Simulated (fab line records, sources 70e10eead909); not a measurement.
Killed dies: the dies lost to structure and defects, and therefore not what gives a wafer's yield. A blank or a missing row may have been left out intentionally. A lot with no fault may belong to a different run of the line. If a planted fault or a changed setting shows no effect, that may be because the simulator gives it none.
Matching of chambers -- flow nand_harc -- 4 sister chambers for NHARC_P_BONDPAD_DESCUM_11 on rie_diel-04
The step chemistry O2, time 3 s. 4 wafers are shown with their chamber, then 7 later ones without.

## EACH WAFER AND ITS CHAMBER
wafer,chamber,drypump_motor_current_A (A)
L482.1,0,5.4
L483.1,1,5.4
L486.1,3,6.6
L486.3,2,6.3

## WAFERS MISSING THEIR CHAMBER
wafer,drypump_motor_current_A (A)
L486.5,5.5
L488.3,6.3
L488.4,5.4
L488.6,5.5
L501.4,5.4
L501.5,6.3
L501.6,6.6

## EACH ONE'S CHAMBER
wafer,from the rows above,in truth
L486.5,can't be placed: 0 or 1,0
L488.3,2,2
L488.4,can't be placed: 0 or 1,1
L488.6,can't be placed: 0 or 1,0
L501.4,can't be placed: 0 or 1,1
L501.5,2,2
L501.6,3,3
3 of 7 placed correctly. Unplaceable from these rows: 4, with the true chamber sitting among the candidates in 4. 0 placed wrongly.
How it was worked out, from the rows above alone: a wafer's distance from a chamber is the root of the sum, over the readings, of the square of ((its reading less the chamber's mean) divided by the reading's scatter). The wafer belongs to the nearest chamber; if the next one is less than 2 further off, it can't be placed. A chamber's mean is the mean of its shown wafers. The scatter: with one shown wafer a chamber, the root of the mean of the squares of how far each hidden wafer lies from its nearest shown one.
